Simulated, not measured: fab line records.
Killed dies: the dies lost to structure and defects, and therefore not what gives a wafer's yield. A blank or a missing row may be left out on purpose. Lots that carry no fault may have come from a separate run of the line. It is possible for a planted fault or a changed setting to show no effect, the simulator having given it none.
fab line records | flow nandHarc
[record] lots = 14 wafers = 42 lastDay = 34
route steps=1302 shown A_BLC@1123 A_M0@1145
lots with no fault: from the same line, run without faults
startH: start of the lot's first displayed wafer, in hours after the record's first day | waitH: hours from the lot's prior step to this one | " as in the row above | L1.1+2: a row that stands for several wafers | - either no value or no given start | * or withheld: withheld | < > ~ a bound
route shown NAME@n: a module of which the file shows steps, and the number in the route of the first | usual: average and standard deviation across the fault-free wafers | same: alike in all rows | chamber/n: place in a boat | sites: each site's reading | _std_site: how widely they spread, as a standard deviation | _edge_site: the outer-site mean with the inner-site mean subtracted | radiusMm: for every site, how far away it sits from the centre of the wafer | mask NAME#n: copy n | behind: the most recent tool/chamber to have shaped the wafer | hold: what put the lot on hold/how long, in hours/how the hold closed | device: the n, p or np transistor that did not switch | end of line: tests run on the same wafers once the route is complete | where a step has no rows: the recipe by itself | killed: dies that structure and defects cost at the first sort, which is not the same as the wafer's yield | map: a wafer's dies, x killed, . not, _ none there
set.NAME: the setting the step ran with; set.NAME@STEP: the setting that earlier step ran with | model.NAME: the simulator's own value behind a step, which no gauge read
the route's steps for a sample of lots (tables are steps, rows are wafers)
services: the hour from which a tool's chamber was out of use, counted from the record's first day as startH (under 0 if before that day), plus the number of hours and why
[[steps]]
[step NHARC_A_BLC_ETCH_18]
[recipe] targetDepthA = 9100 c4f8FlowSccm = 20 o2FlowSccm = 10 arFlowSccm = withheld rfW = 600 biasW = 1500 chemistry = C4F8/O2/Ar
[usual] oesProductAu = 0.948/0.022 rfFwdPowerW = 599.1/1.9 rfVppV = 978/5.9
// columns lot.wafer tool chamber startH waitH oesProductAu rfFwdPowerW rfHoursCounterH rfVppV
L507.2 rieDiel-12 3 - - 0.933 600.8 6 988
L507.1 " 1 " " 0.927 601.9 5 979
L507.4 " 3 " " 0.936 598.7 - 988
L508.4 rieDiel-03 3 - - 0.987 600.0 6 981
L508.5 " 3 " " 0.977 599.1 - 982
L508.6 " 0 " " 0.944 598.1 - 982
L510.3 rieDiel-03 0 - - 0.933 595.4 8 979
L510.1 " 2 " " 0.927 601.0 9 973
L510.5 " 0 " " 0.923 594.1 - 980
L514.1 rieDiel-07 3 - - 0.935 597.5 33 972
L514.4 " 1 " " 0.954 598.8 34 983
L514.2 " 2 " " 0.952 600.7 36 987
L513.4 rieDiel-12 0 - - 0.964 600.0 7 981
L513.5 " 2 " " 0.956 601.1 - 972
L513.6 " 3 " " 0.975 595.6 - 988
L515.1 rieDiel-07 1 - - 0.928 597.3 35 980
L515.3 " 2 " " 0.937 598.4 37 988
L515.5 " 2 " " 0.932 598.6 - 987
L520.2 rieDiel-12 1 - - 0.972 598.8 1 981
L520.1 " 3 " " 0.950 598.3 1 988
L520.4 " 2 " " 0.980 599.8 - 972
L518.3 rieDiel-12 1 - - 0.966 600.0 2 979
L518.5 " 3 " " 0.962 598.5 - 988
L518.6 " 1 " " 0.974 600.0 - 979
L521.2 rieDiel-03 2 - - 0.915 599.5 3 972
L521.5 " 3 " " 0.922 600.2 - 982
L521.6 " 0 " " 0.916 599.8 - 980
L526.4 rieDiel-12 3 - - 0.952 601.1 6 988
L526.5 " 0 " " 0.972 598.9 - 980
L526.6 " 1 " " 0.987 598.8 - 978
L525.3 rieDiel-07 0 - - 0.949 598.5 15 989
L525.2 " 1 " " 0.978 597.7 14 980
L525.1 " 2 " " 0.969 601.4 13 986
L529.1 rieDiel-03 3 - - 0.951 598.9 8 982
L529.2 " 0 " " 0.960 595.7 8 981
L529.6 " 2 " " 0.956 598.6 - 973
L530.3 rieDiel-03 0 - - 0.926 599.3 8 982
L530.4 " 1 " " 0.904 597.0 8 973
L530.5 " 0 " " 0.921 601.0 - 980
L528.2 rieDiel-03 0 - - 0.907 596.9 9 980
L528.1 " 3 " " 0.932 599.6 8 983
L528.6 " 0 " " 0.914 599.9 - 980
[step NHARC_A_BLC_STRIP_21]
[recipe] o2FlowSccm = 500 arFlowSccm = 0 biasW = 0 chemistry = O2
[usual] drypumpMotorCurrentA = 5.6/0.43 oesProductAu = 0.997/0.012 rfVppV = 57.8/0.93 showerheadPlenumPTorr = 3.54/0.14 throttleValvePct = 17.036/0.0081
// columns lot.wafer tool chamber startH waitH drypumpMotorCurrentA oesProductAu rfHoursCounterH rfVppV showerheadPlenumPTorr throttleValvePct
L507.2 rieDiel-03 2 534.28 0.1 6.4 0.999 6 58.8 3.37 17.040
L507.4 " 3 " " 5.7 1.016 6 58.0 3.63 17.032
L507.1 " 0 " " 5.5 0.985 6 57.8 3.59 17.039
L508.4 rieDiel-03 1 534.88 0.1 6.1 0.995 6 57.3 3.43 17.039
L508.6 " 3 " " 5.7 1.006 - 59.5 3.63 17.034
L508.5 " 0 " " 5.5 0.982 - 57.6 3.59 17.029
L510.1 rieDiel-03 0 568.72 0.1 5.5 0.968 8 58.7 3.59 17.039
L510.3 " 1 " " 6.1 1.003 9 58.7 3.42 17.023
L510.5 " 2 " " 6.4 0.995 - 57.2 3.37 17.043
L514.1 rieDiel-03 1 593.82 0.1 6.1 0.999 10 57.2 3.42 17.050
L514.2 " 2 " " 6.4 0.987 10 57.5 3.37 17.023
L514.4 " 3 " " 5.7 1.015 9 58.4 3.62 17.023
L513.4 rieDiel-03 0 595.25 0.1 5.4 0.989 9 59.3 3.59 17.037
L513.6 " 2 " " 6.4 0.994 - 57.6 3.37 17.025
L513.5 " 3 " " 5.7 1.004 - 56.5 3.62 17.031
L515.3 rieDiel-03 1 599.43 0.1 6.1 1.006 10 57.7 3.42 17.031
L515.1 " 3 " " 5.7 0.997 9 57.9 3.62 17.041
L515.5 " 1 " " 6.1 1.002 - 57.7 3.42 17.050
L520.1 rieDiel-03 0 647.59 0.1 5.4 0.996 0 56.3 3.59 17.049
L520.2 " 1 " " 6.1 0.979 1 57.1 3.42 17.034
L520.4 " 3 " " 5.7 1.000 0 58.4 3.62 17.039
L518.3 rieDiel-12 1 650.38 0.1 5.3 1.023 2 58.3 3.57 17.035
L518.5 " 3 " " 5.5 1.000 - 58.6 3.77 17.039
L518.6 " 1 " " 5.3 1.012 - 57.6 3.57 17.037
L521.2 rieDiel-07 0 670.26 0.1 6.0 0.991 1 59.2 3.81 17.038
L521.6 " 3 " " 5.5 0.998 - 57.3 3.35 17.029
L521.5 " 0 " " 6.0 0.978 - 58.1 3.81 17.046
L526.4 rieDiel-12 3 699.81 0.1 5.5 1.002 6 57.8 3.77 17.035
L526.6 " 1 " " 5.3 1.010 - 57.7 3.57 17.040
L526.5 " 2 " " 5.0 1.006 - 57.6 3.37 17.039
L525.1 rieDiel-07 0 702.22 0.1 6.0 0.990 15 58.5 3.80 17.049
L525.3 " 1 " " 5.3 0.998 14 57.7 3.58 17.032
L525.2 " 2 " " 6.1 1.013 13 57.3 3.74 17.039
L529.2 rieDiel-12 3 749.29 0.1 5.5 0.992 8 56.7 3.77 17.021
L529.1 " 2 " " 5.0 0.995 9 56.9 3.37 17.038
L529.6 " 3 " " 5.5 0.987 - 57.6 3.77 17.027
L530.4 rieDiel-07 1 753.56 0.1 5.3 0.979 29 58.9 3.57 17.022
L530.3 " 2 " " 6.2 0.990 28 57.7 3.73 17.036
L530.5 " 1 " " 5.3 0.982 - 58.7 3.57 17.048
L528.1 rieDiel-03 3 754.19 0.1 5.7 1.008 8 58.4 3.62 17.040
L528.2 " 0 " " 5.5 0.986 9 59.3 3.58 17.034
L528.6 " 3 " " 5.7 0.994 - 58.3 3.62 17.034
[step NHARC_A_M0_PEB_07]
[recipe] pebTempC = 100 pebTimeS = 65
[usual] heaterPowerTotalW = 156.6/0.4 plateTempC = 99.99/0.13
// columns lot.wafer tool chamber startH waitH heaterPowerTotalW plateTempC
L507.1 lithoTrack-06 0 537.66 0.1 156.0 99.69
L507.2 " 0 " " 155.9 99.71
L507.4 " 0 " " 157.2 99.86
L508.4 lithoTrack-01 0 537.81 0.0 157.1 99.97
L508.5 " 0 " " 156.0 99.87
L508.6 " 0 " " 156.2 100.05
L510.1 lithoTrack-06 0 571.44 0.1 157.0 100.06
L510.3 " 0 " " 157.1 100.04
L510.5 " 0 " " 157.2 100.13
L514.1 lithoTrack-01 0 596.43 0.1 156.5 100.04
L514.2 " 0 " " 157.1 100.13
L514.4 " 0 " " 156.1 100.12
L513.4 lithoTrack-04 0 597.75 0.0 156.4 100.19
L513.5 " 0 " " 156.0 99.96
L513.6 " 0 " " 157.1 100.19
L515.1 lithoTrack-06 0 601.92 0.1 156.8 99.89
L515.3 " 0 " " 156.4 100.19
L515.5 " 0 " " 156.6 100.17
L520.1 lithoTrack-06 0 650.10 0.1 157.0 100.08
L520.2 " 0 " " 156.9 100.11
L520.4 " 0 " " 157.0 99.93
L518.3 lithoTrack-06 0 652.88 0.0 168.9 105.51
L518.5 " 0 " " 168.8 105.51
L518.6 " 0 " " 168.9 105.58
L521.2 lithoTrack-06 0 672.91 0.1 168.2 105.58
L521.5 " 0 " " 169.2 105.70
L521.6 " 0 " " 168.7 105.65
L526.4 lithoTrack-04 0 702.30 0.0 156.1 99.81
L526.5 " 0 " " 156.1 100.14
L526.6 " 0 " " 156.2 100.09
L525.1 lithoTrack-01 0 704.83 0.1 155.9 99.96
L525.2 " 0 " " 156.1 99.78
L525.3 " 0 " " 156.2 100.03
L529.1 lithoTrack-04 0 751.96 0.1 157.1 100.04
L529.2 " 0 " " 156.1 99.92
L529.6 " 0 " " 156.0 100.00
L530.3 lithoTrack-01 0 756.17 0.0 155.9 99.99
L530.4 " 0 " " 156.2 100.08
L530.5 " 0 " " 156.3 100.17
L528.1 lithoTrack-01 0 756.85 0.1 157.1 100.23
L528.2 " 0 " " 157.0 100.01
L528.6 " 0 " " 156.4 100.18
[step NHARC_A_M0_CD_MEAS_09]
[recipe] targetCdNm = 80 landingEnergyEv = 500
[usual] cdNm = 80.4/0.58
// columns lot.wafer tool chamber startH waitH cdNm
L507.1 cdSem-01 0 537.73 - 80.9
L507.2 " 0 " " 80.6
L507.4 " 0 " " 80.4
L508.4 cdSem-01 0 537.90 - 79.6
L508.5 " 0 " " 80.6
L508.6 " 0 " " 79.7
L510.1 cdSem-02 0 571.52 - 80.9
L510.3 " 0 " " 81.6
L510.5 " 0 " " 80.8
L514.1 cdSem-03 0 596.51 - 79.7
L514.2 " 0 " " 79.9
L514.4 " 0 " " 79.4
L513.4 cdSem-02 0 597.84 - 79.8
L513.5 " 0 " " 81.0
L513.6 " 0 " " 80.3
L515.1 cdSem-03 0 602.00 - 81.1
L515.3 " 0 " " 80.5
L515.5 " 0 " " 79.9
L520.1 cdSem-01 0 650.18 - 79.9
L520.2 " 0 " " 81.3
L520.4 " 0 " " 79.5
L518.3 cdSem-02 0 652.96 - 98.8
L518.5 " 0 " " 99.7
L518.6 " 0 " " 100.1
L521.2 cdSem-02 0 672.99 - 95.8
L521.5 " 0 " " 94.9
L521.6 " 0 " " 95.5
L526.4 cdSem-01 0 702.39 - 80.3
L526.5 " 0 " " 80.6
L526.6 " 0 " " 80.4
L525.1 cdSem-03 0 704.91 - 79.4
L525.2 " 0 " " 80.4
L525.3 " 0 " " 78.8
L529.1 cdSem-01 0 752.04 - 79.7
L529.2 " 0 " " 80.0
L529.6 " 0 " " 79.1
L530.3 cdSem-02 0 756.26 - 81.0
L530.4 " 0 " " 80.0
L530.5 " 0 " " 79.6
L528.1 cdSem-01 0 756.93 - 81.1
L528.2 " 0 " " 80.5
L528.6 " 0 " " 80.2
[step NHARC_A_M0_ETCH_15]
[recipe] targetDepthA = 1500 overetchA = 150 timeS = 82.5 c4f8FlowSccm = withheld arFlowSccm = 400 rfW = 600 biasW = 300 chemistry = C4F8/Ar
[usual] oesProductAu = 0.953/0.021 rfFwdPowerW = 596.0/1.9 rfVppV = 441.0/2.3
// columns lot.wafer tool chamber startH waitH oesProductAu rfFwdPowerW rfHoursCounterH rfVppV
L507.4 rieDiel-06 2 - - 0.948 598.4 3.4 437.0
L507.2 " 3 " " 0.969 595.8 2.9 443.3
L507.1 " 0 " " 0.960 597.3 2.4 442.9
L508.4 rieDiel-13 3 - - 0.962 595.1 0.3 442.6
L508.6 " 0 " " 0.962 597.3 - 439.4
L508.5 " 1 " " 0.968 596.8 - 443.3
L510.3 rieDiel-13 0 - - 0.966 596.6 2.0 437.4
L510.1 " 3 " " 0.949 595.6 2.3 441.0
L510.5 " 1 " " 0.972 597.2 - 444.0
L514.1 rieDiel-04 3 - - 0.970 594.9 1.6 441.4
L514.2 " 1 " " 0.965 595.1 1.8 442.2
L514.4 " 2 " " 0.976 595.5 1.9 439.3
L513.4 rieDiel-06 2 - - 0.951 597.6 7.2 438.5
L513.6 " 3 " " 0.964 599.3 - 443.9
L513.5 " 0 " " 0.935 596.2 - 443.4
L515.1 rieDiel-13 1 - - 0.925 596.5 3.9 441.7
L515.3 " 2 " " 0.926 595.8 4.4 437.5
L515.5 " 0 " " 0.905 599.9 - 438.4
L520.2 rieDiel-04 3 - - 0.959 593.5 4.5 443.1
L520.4 " 0 " " 0.970 597.6 5.2 440.8
L520.1 " 1 " " 0.956 594.3 4.6 441.4
L518.3 rieDiel-13 0 - - 0.916 598.4 7.1 439.3
L518.5 " 1 " " 0.932 594.0 - 442.7
L518.6 " 2 " " 0.936 598.3 - 437.4
L521.2 rieDiel-06 1 - - 0.964 595.3 0.0 442.6
L521.5 " 1 " " 0.962 596.2 - 440.5
L521.6 " 2 " " 0.964 599.3 - 438.3
L526.4 rieDiel-06 0 - - 0.975 595.3 1.6 442.6
L526.5 " 2 " " 0.965 598.1 - 439.4
L526.6 " 3 " " 0.944 593.9 - 442.4
L525.2 rieDiel-13 0 - - 0.961 596.9 0.0 439.1
L525.1 " 1 " " 0.957 597.5 0.0 444.6
L525.3 " 3 " " 0.971 595.3 0.0 441.5
L529.1 rieDiel-13 1 - - 0.953 593.5 2.3 444.4
L529.2 " 2 " " 0.947 594.1 2.1 436.8
L529.6 " 0 " " 0.984 596.6 - 438.4
L530.3 rieDiel-06 1 - - 0.956 595.9 4.2 441.1
L530.4 " 3 " " 0.961 596.1 - 442.6
L530.5 " 1 " " 0.946 596.2 - 440.9
L528.1 rieDiel-06 1 - - 0.964 593.2 4.3 441.1
L528.2 " 0 " " 0.957 596.7 3.7 442.7
L528.6 " 1 " " 0.958 595.4 - 441.4
[step NHARC_A_M0_CD_MEAS_16]
[usual] cdNm = 80.4/0.81
// columns lot.wafer tool chamber startH waitH cdNm
L507.1 cdSem-02 - 538.22 - 81.1
L507.2 " - " " 81.1
L507.4 " - " " 81.2
L508.4 cdSem-03 - 538.38 - 79.3
L508.5 " - " " 81.6
L508.6 " - " " 79.9
L510.1 cdSem-02 - 572.01 - 82.0
L510.3 " - " " 81.6
L510.5 " - " " 81.2
L514.1 cdSem-03 - 596.99 - 80.6
L514.2 " - " " 80.3
L514.4 " - " " 79.5
L513.4 cdSem-03 - 598.32 - 79.8
L513.5 " - " " 80.7
L513.6 " - " " 80.2
L515.1 cdSem-03 - 602.49 - 81.1
L515.3 " - " " 81.4
L515.5 " - " " 79.7
L520.1 cdSem-01 - 650.66 - 79.9
L520.2 " - " " 80.4
L520.4 " - " " 79.9
L518.3 cdSem-02 - 653.46 - 99.3
L518.5 " - " " 100.2
L518.6 " - " " 99.9
L521.2 cdSem-02 - 673.47 - 95.5
L521.5 " - " " 95.1
L521.6 " - " " 95.4
L526.4 cdSem-01 - 702.87 - 81.1
L526.5 " - " " 80.4
L526.6 " - " " 79.3
L525.1 cdSem-02 - 705.41 - 78.9
L525.2 " - " " 80.0
L525.3 " - " " 79.4
L529.1 cdSem-02 - 752.52 - 79.7
L529.2 " - " " 81.3
L529.6 " - " " 80.2
L530.3 cdSem-01 - 756.79 - 79.9
L530.4 " - " " 78.8
L530.5 " - " " 79.9
L528.1 cdSem-02 - 757.46 - 80.9
L528.2 " - " " 80.9
L528.6 " - " " 81.3
[[services]]
// columns tool chamber startH hours kind
rieDiel-13 - 519.00 9.0 pm
rieDiel-06 0 521.90 2.6 repair
lithoTrack-06 - 529.00 7.0 pm
rieDiel-12 0 530.16 5.5 repair
rieDiel-06 2 550.92 6.3 repair
rieDiel-12 0 572.92 12.8 repair
rieDiel-03 - 590.52 2.5 repair
rieDiel-07 3 603.48 1.4 repair
rieDiel-07 - 605.21 2.0 repair
rieDiel-12 1 613.53 6.3 repair
rieDiel-03 1 613.66 9.7 repair
rieDiel-13 1 615.49 1.7 repair
rieDiel-12 - 622.40 9.0 pm
rieDiel-03 - 635.55 9.0 pm
rieDiel-12 0 644.48 7.1 repair
rieDiel-07 - 650.61 9.0 pm
rieDiel-12 0 655.92 9.8 repair
rieDiel-06 - 661.25 9.0 pm
rieDiel-07 1 680.63 2.7 repair
rieDiel-06 0 684.05 6.5 repair
rieDiel-13 - 696.00 9.0 pm
rieDiel-12 1 716.41 44.4 repair
rieDiel-12 3 723.96 6.9 repair
rieDiel-12 - 727.28 1.3 repair
[[key]]
[firstSign] step = NHARC_A_M0_PEB_07 reading = plateTempC direction = up sigmas = 44 usual = * struck = *
[effect] step = NHARC_A_M0_PEB_07 reading = heaterPowerTotalW direction = up sigmas = 30 usual = * struck = *
[effect] step = NHARC_A_M0_CD_MEAS_09 reading = cdNm direction = up sigmas = 30 usual = 80.4 struck = 97.5 through = controlLoop
[effect] step = NHARC_A_M0_CD_MEAS_16 reading = cdNm direction = up sigmas = 21 usual = 80.4 struck = 97.6 through = controlLoop
metAt NHARC_A_M0_PEB_07
struckLots L518,L521
laterRowsLeftOut L518.3,L518.5,L518.6,L521.2,L521.5,L521.6
sortLeftOut L518.3,L518.5,L518.6,L521.2,L521.5,L521.6
[loopTrim] step = NHARC_A_M0_EXPOSE_06 setting = dose lots = L521
notActingAt NHARC_A_BLC_ETCH_18,NHARC_A_BLC_STRIP_21,NHARC_A_M0_ETCH_15
onsetBetween 650.10 652.88
[fault] kind = processParameterDrift tool = lithoTrack-06 chamber = - onsetH = 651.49 steps = NHARC_A_M0_PEB_07 channel = pebTempC offset = * shape = step endH = 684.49 actsIn = * stated = *
// sortLeftOut: the simulated sort isn't trusted on such a fault, so these wafers' sort isn't shown, and their yield isn't known
// laterRowsLeftOut: the simulator's readings of these wafers behind a module that went badly wrong aren't trusted and aren't shown, but for the sort
// loopTrim: a control loop set the setting to another value than it would have without faults
